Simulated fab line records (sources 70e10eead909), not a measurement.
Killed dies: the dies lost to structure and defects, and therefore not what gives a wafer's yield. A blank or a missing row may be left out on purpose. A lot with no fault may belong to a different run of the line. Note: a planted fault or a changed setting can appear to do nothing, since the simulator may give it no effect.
fab line records	flow nand_harc
record: lots: 11	wafers: 33	last_day: 33
route steps=1302 shown P_ZERO_WELL@17 P_GATE@124 END@1302
lots that met no fault: from a run of the same line without faults
start_h: hours from the record's first day to the start of the lot's first wafer shown	wait_h: time in hours since the lot's previous step	" as in the row above	L1.1+2: a single row standing in for several wafers	- no value, or no start given	* or withheld: withheld	< > ~ a bound
route shown NAME@n: NAME is a module with steps in the file, n the number in the route of the first one	usual: mean/standard deviation taken from wafers without a fault	same: alike in all rows	chamber/n: place in a boat	sites: readings site by site	_std_site: standard deviation of those values	_edge_site: inner sites' mean taken away from outer sites' mean	radius_mm: for every site, how far away it sits from the centre of the wafer	mask NAME#n: copy n	behind: the last tool/chamber to shape the wafer	hold: why the lot went on hold/how many hours it stayed there/how the hold came to an end	device: whichever transistor did not switch (one of n, p or np)	end of line: tests of these same wafers at the route's end	a step with no rows: only its recipe	killed: dies lost to structure and defects at the first sort, not the wafer's yield	map: a wafer's dies, x killed, . not, _ none there
set.NAME: the run value of the setting; set.NAME@STEP: its run value at that earlier step	model.NAME: the simulator's own value behind a step, which no gauge read
one table for each step of the route and one row for each wafer, over a sample of lots
services: from which hour (start_h, from the record's first day; less than 0 if before it) a tool's chamber was out of use, for how many hours, and why
== steps ==
step: NHARC_P_ZERO_WELL_ETCH_65
recipe: target_depth_a: 800	overetch_a: 240	time_s: 87.88	ion_energy_ev: 200	n2_flow_sccm: 150	h2_flow_sccm: 150	ar_flow_sccm: 0	rf_w: 400	bias_w: 150	chemistry: N2/H2
usual: drypump_motor_current_A: 6.0/0.43	h2_flow_sccm: 150.0/0.49	oes_product_au: 1.001/0.011	rf_vpp_V: 430.2/2.7	showerhead_plenum_p_Torr: 2.03/0.09	throttle_valve_pct: 14.171/0.0093
lot.wafer	tool	chamber	start_h	wait_h	drypump_motor_current_A	h2_flow_sccm	oes_product_au	rf_hours_counter_h	rf_vpp_V	showerhead_plenum_p_Torr	throttle_valve_pct
L743.2	rie_diel-07	1	21.49	0.1	6.7	151.1	1.025	23	428.7	1.95	14.164
L743.3	"	2	"	"	5.7	150.2	1.021	21	435.3	2.21	14.173
L743.5	"	1	"	"	6.7	150.6	1.021	-	427.5	1.95	14.192
L744.4	rie_diel-07	0	31.84	0.2	6.2	150.3	0.993	22	427.9	1.98	14.169
L744.1	"	1	"	"	6.7	150.5	1.007	26	425.8	1.95	14.168
L744.6	"	3	"	"	5.6	150.8	0.994	-	428.9	2.03	14.163
L745.2	rie_diel-06	1	41.49	0.1	6.2	150.0	1.000	24	430.9	2.05	14.166
L745.4	"	2	"	"	5.0	149.9	1.004	24	431.5	2.07	14.182
L745.5	"	0	"	"	6.1	149.7	1.013	-	433.4	2.10	14.163
L746.2	rie_diel-07	1	51.36	0.1	6.7	150.6	1.018	30	427.2	1.95	14.176
L746.1	"	2	"	"	5.7	150.3	0.996	29	435.2	2.21	14.159
L746.5	"	0	"	"	6.2	149.8	0.995	-	429.4	1.97	14.172
L747.2	rie_diel-07	1	61.50	0.1	6.7	149.4	1.016	32	428.8	1.95	14.165
L747.6	"	0	"	"	6.2	149.9	0.999	-	427.9	1.97	14.162
L747.5	"	1	"	"	6.7	150.0	1.019	-	430.4	1.95	14.166
L748.4	rie_diel-11	3	73.57	0.1	5.9	149.7	1.011	60	432.8	2.02	14.169
L748.3	"	1	"	"	6.1	150.3	0.982	64	425.2	1.91	14.183
L748.5	"	3	"	"	5.9	150.4	1.011	-	429.9	2.02	14.170
L750.2	rie_diel-06	0	91.50	0.1	6.0	149.7	1.007	40	432.3	2.10	14.172
L750.4	"	1	"	"	6.2	149.5	0.993	40	430.7	2.04	14.172
L750.5	"	3	"	"	6.0	149.9	0.991	-	431.7	2.06	14.164
L752.1	rie_diel-11	3	111.60	0.2	5.9	149.6	1.008	9	430.5	2.02	14.165
L752.6	"	2	"	"	5.5	149.3	1.017	-	426.8	1.88	14.166
L752.4	"	3	"	"	5.9	150.0	1.011	-	429.5	2.02	14.181
L757.1	rie_diel-07	2	161.37	0.1	5.7	149.7	0.998	12	434.8	2.19	14.166
L757.4	"	3	"	"	5.6	150.3	1.005	12	428.7	2.02	14.164
L757.5	"	1	"	"	6.6	150.0	1.019	-	427.0	1.94	14.162
L761.3	rie_diel-11	3	201.53	0.1	5.9	149.5	1.008	49	428.2	2.00	14.155
L761.1	"	0	"	"	6.3	150.0	1.005	50	435.0	2.20	14.177
L761.2	"	1	"	"	6.1	150.1	1.003	30	426.3	1.90	14.166
L766.4	rie_diel-06	2	251.48	0.1	5.0	151.4	0.981	37	432.1	2.05	14.167
L766.3	"	3	"	"	6.0	151.0	0.999	30	430.4	2.04	14.168
L766.1	"	0	"	"	6.0	149.9	0.997	30	431.2	2.08	14.176
step: NHARC_P_ZERO_WELL_DESCUM_26
recipe: time_s: 3	o2_flow_sccm: 200	ar_flow_sccm: 0	bias_power_w: 0	chemistry: O2
usual: drypump_motor_current_A: 6.0/0.42	oes_product_au: 1.000/0.011	rf_vpp_V: 57.8/0.85	showerhead_plenum_p_Torr: 1.91/0.077	throttle_valve_pct: 11.311/0.0086
lot.wafer	tool	chamber	start_h	wait_h	drypump_motor_current_A	oes_product_au	rf_hours_counter_h	rf_vpp_V	showerhead_plenum_p_Torr	throttle_valve_pct
L743.3	rie_diel-11	1	22.63	-	6.1	0.991	42	57.6	1.80	11.300
L743.2	"	3	"	"	5.9	1.009	36	58.6	1.90	11.305
L743.5	"	3	"	"	5.9	1.005	-	56.7	1.90	11.319
L744.1	rie_diel-11	1	32.99	-	6.1	0.997	49	57.7	1.80	11.303
L744.6	"	3	"	"	5.8	1.015	-	57.3	1.90	11.300
L744.4	"	0	"	"	6.3	0.982	-	58.1	1.77	11.294
L745.4	rie_diel-07	0	42.75	-	6.2	0.987	24	57.1	1.85	11.309
L745.2	"	2	"	"	5.7	0.996	28	57.9	2.07	11.301
L745.5	"	0	"	"	6.2	0.998	-	57.0	1.85	11.304
L746.2	rie_diel-06	0	52.64	-	6.1	0.991	25	57.5	1.97	11.309
L746.1	"	1	"	"	6.2	0.992	27	56.7	1.92	11.292
L746.5	"	3	"	"	6.0	0.996	-	58.4	1.93	11.304
L747.2	rie_diel-06	3	62.64	-	6.0	0.988	34	58.3	1.93	11.300
L747.5	"	3	"	"	6.0	1.002	-	58.6	1.93	11.314
L747.6	"	0	"	"	6.1	1.013	-	57.7	1.97	11.316
L748.3	rie_diel-07	3	74.91	-	5.6	1.006	37	56.3	1.90	11.305
L748.4	"	0	"	"	6.2	0.994	33	58.3	1.85	11.321
L748.5	"	2	"	"	5.7	0.991	-	57.7	2.06	11.300
L750.4	rie_diel-06	2	92.74	-	5.0	0.978	38	56.4	1.94	11.326
L750.2	"	1	"	"	6.2	0.989	40	57.3	1.92	11.305
L750.5	"	2	"	"	5.0	0.991	-	58.0	1.94	11.316
L752.1	rie_diel-11	0	112.76	-	6.2	0.998	9	58.1	2.07	11.310
L752.6	"	3	"	"	5.9	1.011	-	57.3	1.89	11.302
L752.4	"	2	"	"	5.5	1.000	-	58.1	1.77	11.315
L757.1	rie_diel-07	2	162.54	-	5.6	1.003	12	59.4	2.06	11.310
L757.4	"	1	"	"	6.7	1.016	11	58.0	1.82	11.314
L757.5	"	3	"	"	5.6	1.023	-	58.8	1.89	11.324
L761.3	rie_diel-06	1	202.67	-	6.2	1.005	19	58.0	1.91	11.304
L761.1	"	2	"	"	5.0	0.987	19	58.7	1.93	11.306
L761.2	"	3	"	"	6.0	0.996	16	56.8	1.92	11.329
L766.4	rie_diel-06	1	252.76	-	6.2	0.999	38	58.8	1.90	11.326
L766.1	"	2	"	"	5.0	0.975	37	56.8	1.92	11.315
L766.3	"	3	"	"	6.0	0.989	30	57.4	1.92	11.318
step: NHARC_P_ZERO_WELL_EXPOSE_49
recipe: na: 0.6	target_cd_nm: 2000	dose_mj: 22.64	mask_id: P_HVPW
lot.wafer	tool	chamber	start_h	wait_h	mask
L743.2+3+5	krf_scanner-01	0	25.62	-	P_HVPW#0
L744.1+4+6	krf_scanner-03	0	35.99	-	P_HVPW#0
L745.2+4+5	krf_scanner-02	0	45.76	-	P_HVPW#0
L746.1+2+5	krf_scanner-01	0	55.44	-	P_HVPW#0
L747.2+5+6	krf_scanner-01	0	65.39	-	P_HVPW#0
L748.3+4+5	krf_scanner-02	0	77.72	-	P_HVPW#0
L750.2+4+5	krf_scanner-01	0	95.77	-	P_HVPW#0
L752.1+4+6	krf_scanner-02	0	115.60	-	P_HVPW#0
L757.1+4+5	krf_scanner-01	0	165.29	-	P_HVPW_R1#0
L761.1+2+3	krf_scanner-02	0	206.16	-	P_HVPW#0
L766.1+3+4	krf_scanner-01	0	255.70	-	P_HVPW#0
step: NHARC_P_ZERO_WELL_CD_MEAS_52
recipe: target_cd_nm: 2000	landing_energy_ev: 500
usual: cd_nm: 2000.1/1.6
lot.wafer	tool	chamber	start_h	wait_h	hold	cd_nm
L743.2	cd_sem-02	0	25.77	-	-	1999.4
L743.3	"	0	"	"	-	1999.2
L743.5	"	0	"	"	-	2001.6
L744.1	cd_sem-03	0	36.14	-	-	1998.8
L744.4	"	0	"	"	-	2000.8
L744.6	"	0	"	"	-	1999.7
L745.2	cd_sem-01	0	45.91	-	-	1999.0
L745.4	"	0	"	"	-	1997.3
L745.5	"	0	"	"	-	1999.0
L746.1	cd_sem-03	0	55.61	-	-	1998.3
L746.2	"	0	"	"	-	1999.5
L746.5	"	0	"	"	-	2000.9
L747.2	cd_sem-03	0	65.54	-	-	1999.1
L747.5	"	0	"	"	-	1998.3
L747.6	"	0	"	"	-	2001.8
L748.3	cd_sem-01	0	77.87	-	-	1999.5
L748.4	"	0	"	"	-	1997.6
L748.5	"	0	"	"	-	2000.2
L750.2	cd_sem-03	0	95.92	-	-	1999.5
L750.4	"	0	"	"	-	2000.2
L750.5	"	0	"	"	-	2000.8
L752.1	cd_sem-03	0	115.75	-	-	2002.1
L752.4	"	0	"	"	-	2000.7
L752.6	"	0	"	"	-	2001.5
L757.1	cd_sem-03	0	165.45	-	await_dispo/0.2h/release	1866.6
L757.4	"	0	"	"	await_dispo/0.2h/release	1864.8
L757.5	"	0	"	"	await_dispo/0.2h/release	1866.3
L757.1	cd_sem-03	0	-	-	-	1866.5
L757.4	"	0	"	"	-	1864.6
L757.5	"	0	"	"	-	1866.2
L761.1	cd_sem-01	0	206.32	-	-	2001.3
L761.2	"	0	"	"	-	1998.7
L761.3	"	0	"	"	-	2002.0
L766.1	cd_sem-02	0	255.85	-	-	1997.6
L766.3	"	0	"	"	-	1998.6
L766.4	"	0	"	"	-	1998.7
step: NHARC_P_GATE_DESCUM_13
recipe: time_s: 3	o2_flow_sccm: 200	ar_flow_sccm: 0	bias_power_w: 0	chemistry: O2
usual: drypump_motor_current_A: 5.5/0.32	oes_product_au: 1.001/0.01	rf_vpp_V: 57.9/0.88	showerhead_plenum_p_Torr: 1.94/0.078	throttle_valve_pct: 11.310/0.0091
lot.wafer	tool	chamber	start_h	wait_h	drypump_motor_current_A	oes_product_au	rf_hours_counter_h	rf_vpp_V	showerhead_plenum_p_Torr	throttle_valve_pct
L743.2	rie_diel-03	1	84.01	-	5.4	1.013	8.5	59.9	1.84	11.308
L743.3	"	2	"	"	5.8	0.988	9.0	58.9	2.03	11.301
L743.5	"	1	"	"	5.4	1.012	-	57.3	1.84	11.298
L744.1	rie_diel-09	0	90.36	-	5.6	0.999	4.9	59.0	2.01	11.307
L744.4	"	2	"	"	5.3	1.010	4.8	57.3	2.01	11.305
L744.6	"	3	"	"	6.1	0.996	-	59.4	1.96	11.315
L745.2	rie_diel-09	2	105.70	-	5.3	1.001	5.9	58.2	2.01	11.293
L745.4	"	0	"	"	5.6	1.004	7.0	58.4	2.01	11.305
L745.5	"	1	"	"	5.4	0.998	-	58.0	1.93	11.312
L746.1	rie_diel-05	0	110.00	-	5.8	0.993	2.6	57.3	2.02	11.320
L746.2	"	2	"	"	5.4	1.006	3.1	57.7	1.89	11.319
L746.5	"	3	"	"	5.4	1.004	-	56.7	1.80	11.299
L747.2	rie_diel-05	3	124.71	-	5.4	0.988	3.4	57.5	1.80	11.308
L747.6	"	0	"	"	5.8	0.988	-	57.9	2.02	11.312
L747.5	"	1	"	"	4.9	0.995	-	57.9	2.04	11.307
L748.4	rie_diel-05	2	137.40	-	5.5	1.004	3.5	57.0	1.89	11.310
L748.3	"	3	"	"	5.3	1.002	3.5	55.3	1.79	11.325
L748.5	"	0	"	"	5.8	1.001	-	57.5	2.02	11.308
L750.2	rie_diel-03	2	159.41	-	5.8	1.008	2.2	58.0	2.03	11.320
L750.4	"	3	"	"	5.2	1.014	2.0	57.6	1.92	11.319
L750.5	"	2	"	"	5.7	1.009	-	57.9	2.03	11.309
L752.1	rie_diel-03	3	176.94	-	5.2	1.007	3.1	57.2	1.92	11.306
L752.4	"	0	"	"	6.0	0.991	2.9	57.4	1.93	11.316
L752.6	"	2	"	"	5.8	1.003	-	57.5	2.03	11.319
L761.1	rie_diel-09	1	262.38	-	5.4	0.993	5.1	58.6	1.93	11.315
L761.2	"	2	"	"	5.3	0.994	5.0	59.6	2.01	11.321
L761.3	"	3	"	"	6.2	0.994	5.0	57.8	1.96	11.302
L766.3	rie_diel-05	2	314.19	-	5.4	0.996	4.9	56.8	1.89	11.319
L766.4	"	0	"	"	5.8	0.993	5.2	59.0	2.01	11.303
L766.1	"	1	"	"	5.0	1.005	4.7	59.2	2.04	11.308
step: NHARC_END_SORT_01
recipe: temp_c: 25
usual: defect_limited_yield: 90.8/2.5	killed_at_array: 58/17	killed_at_other: 1.0/1.4	killed_at_periphery: 3.6/2.4	killed_dies: 62/17	killed_open: 3.4/2	killed_short: 2.2/1.6
same: gross_dies: 677
lot.wafer	tool	chamber	start_h	wait_h	defect_limited_yield[%]	killed_at_array	killed_at_other	killed_at_periphery	killed_dies	killed_open	killed_short
L746.1	prober-02	0	572.88	2.5	90.0	62	3	3	68	2	2
L746.2	prober-02	0	573.68	2.8	88.5	73	2	3	78	2	1
L746.5	prober-02	0	576.10	3.7	90.1	66	0	1	67	0	2
L745.2	prober-02	0	584.50	2.8	88.6	69	0	8	77	1	4
L745.4	prober-02	0	586.08	3.4	90.1	63	1	3	67	0	2
L745.5	prober-02	0	586.88	3.7	90.7	63	0	0	63	3	0
L752.1	prober-02	0	657.37	2.5	93.2	44	0	2	46	3	1
L752.4	prober-02	0	659.75	3.4	93.4	43	0	2	45	4	0
L752.6	prober-02	0	661.34	4.0	95.0	33	0	1	34	0	1
killed by level:class
L746.1 A_CHANNEL_HOLE_D2:chamber_film_flake=25 A_SLIT:chamber_film_flake=25 A_CONTACT:chamber_film_flake=3 THIN_TSV:chamber_film_flake=3 A_ONON_D2:geometric_particle:short=2 P_M2:chamber_film_flake=2 A_CHANNEL_HOLE_D1:chamber_film_flake=2 A_BLC:chamber_film_flake=2
L746.2 A_CHANNEL_HOLE_D2:chamber_film_flake=35 A_SLIT:chamber_film_flake=27 A_BLC:chamber_film_flake=4 A_WL_FILL:chamber_film_flake=3 P_M2:chamber_film_flake=2 A_CONTACT:chamber_film_flake=2 THIN_TSV:chamber_film_flake=2 P_M0:geometric_particle:open=1
L746.5 A_CHANNEL_HOLE_D2:chamber_film_flake=35 A_SLIT:chamber_film_flake=20 A_STAIRCASE:chamber_film_flake=3 A_CHANNEL_HOLE_D1:chamber_film_flake=2 A_CHANNEL_FILL_D1:chamber_film_flake=2 A_WL_FILL:chamber_film_flake=2 P_STI:geometric_particle:short=1 A_SOURCE_PLATE:geometric_particle:short=1
L745.2 A_CHANNEL_HOLE_D1:chamber_film_flake=32 A_SLIT:chamber_film_flake=22 A_CHANNEL_HOLE_D2:chamber_film_flake=7 P_M2:chamber_film_flake=4 A_CONTACT:chamber_film_flake=3 P_GATE:geometric_particle:short=2 A_CHANNEL_FILL_D1:geometric_particle:short=2 A_DECK1_JOINT:geometric_particle:open=1
L745.4 A_CHANNEL_HOLE_D1:chamber_film_flake=31 A_SLIT:chamber_film_flake=20 A_CHANNEL_HOLE_D2:chamber_film_flake=8 A_CONTACT:chamber_film_flake=2 P_M1:geometric_particle:short=1 STARTING-WAFER:geometric_particle:short=1 P_GATE:chamber_film_flake=1 P_M2:chamber_film_flake=1
L745.5 A_CHANNEL_HOLE_D1:chamber_film_flake=24 A_SLIT:chamber_film_flake=24 A_CHANNEL_HOLE_D2:chamber_film_flake=8 A_CONTACT:chamber_film_flake=3 A_WL_FILL:geometric_particle:open=2 A_SLIT:geometric_particle:open=1 A_STAIRCASE:chamber_film_flake=1
L752.1 A_CHANNEL_HOLE_D2:chamber_film_flake=22 A_CHANNEL_HOLE_D1:chamber_film_flake=9 A_STAIRCASE:chamber_film_flake=5 A_ZERO_WELL:chamber_film_flake=2 P_STI:chamber_film_flake=1 A_CHANNEL_HOLE_D1:geometric_particle:short=1 A_CHANNEL_FILL_D1:geometric_particle:open=1 A_SGD_CUT:geometric_particle:open=1
L752.4 A_CHANNEL_HOLE_D2:chamber_film_flake=19 A_CHANNEL_HOLE_D1:chamber_film_flake=9 A_ZERO_WELL:chamber_film_flake=4 A_STAIRCASE:chamber_film_flake=4 A_CONTACT:chamber_film_flake=3 P_CONTACT:geometric_particle:open=2 A_DECK1_JOINT:geometric_particle:open=1 A_WL_FILL:geometric_particle:open=1
L752.6 A_CHANNEL_HOLE_D2:chamber_film_flake=12 A_CHANNEL_HOLE_D1:chamber_film_flake=10 A_ZERO_WELL:chamber_film_flake=2 A_WL_FILL:chamber_film_flake=2 A_CONTACT:chamber_film_flake=2 A_WL_FILL:geometric_particle:short=1 P_BONDPAD:chamber_film_flake=1 A_CHANNEL_FILL_D1:chamber_film_flake=1
== services ==
tool	chamber	start_h	hours	kind
rie_diel-11	2	10.72	46.9	repair
rie_diel-07	0	14.21	3.0	repair
rie_diel-06	0	18.13	10.2	repair
rie_diel-11	0	35.28	11.8	repair
rie_diel-05	-	52.60	9.0	pm
rie_diel-11	1	73.85	41.0	repair
rie_diel-11	-	78.99	9.0	pm
rie_diel-06	0	117.06	5.7	repair
rie_diel-07	-	117.25	9.0	pm
rie_diel-07	-	129.42	1.1	repair
rie_diel-06	-	130.22	9.0	pm
krf_scanner-01	-	140.00	4.0	pm
krf_scanner-01	-	150.62	2.2	repair
rie_diel-11	3	168.35	7.3	repair
krf_scanner-01	-	182.04	0.5	repair
krf_scanner-01	-	195.65	0.7	repair
krf_scanner-01	-	238.95	0.6	repair
rie_diel-11	-	255.99	9.0	pm
rie_diel-07	0	256.75	2.1	repair
rie_diel-06	0	257.11	14.3	repair
rie_diel-11	3	268.47	113.1	repair
rie_diel-07	-	294.25	9.0	pm
rie_diel-06	-	307.33	9.0	pm
krf_scanner-01	-	312.00	4.0	pm
== key ==
first_sign: step: NHARC_P_ZERO_WELL_EXPOSE_49	reading: mask	direction: changed
effect: step: NHARC_P_ZERO_WELL_CD_MEAS_52	reading: visit	direction: added
effect: step: NHARC_P_ZERO_WELL_CD_MEAS_52	reading: cd_nm	direction: down	sigmas: 82	usual: 2000.1	struck: 1865.9
met_at NHARC_P_ZERO_WELL_EXPOSE_49
struck_lots L757
scrapped_behind NHARC_P_ZERO_WELL_CD_MEAS_52 L757.1,L757.4,L757.5
not_acting_at NHARC_P_ZERO_WELL_ETCH_65,NHARC_P_ZERO_WELL_DESCUM_26,NHARC_P_GATE_DESCUM_13
onset_between 95.77 165.29
fault: kind: wrong_mask	tool: any	chamber: -	onset_h: 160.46	steps: NHARC_P_ZERO_WELL_EXPOSE_49	aux_copy: P_HVPW_R1#0	cd_offset_nm: -134.24	scope: struck_lots_only
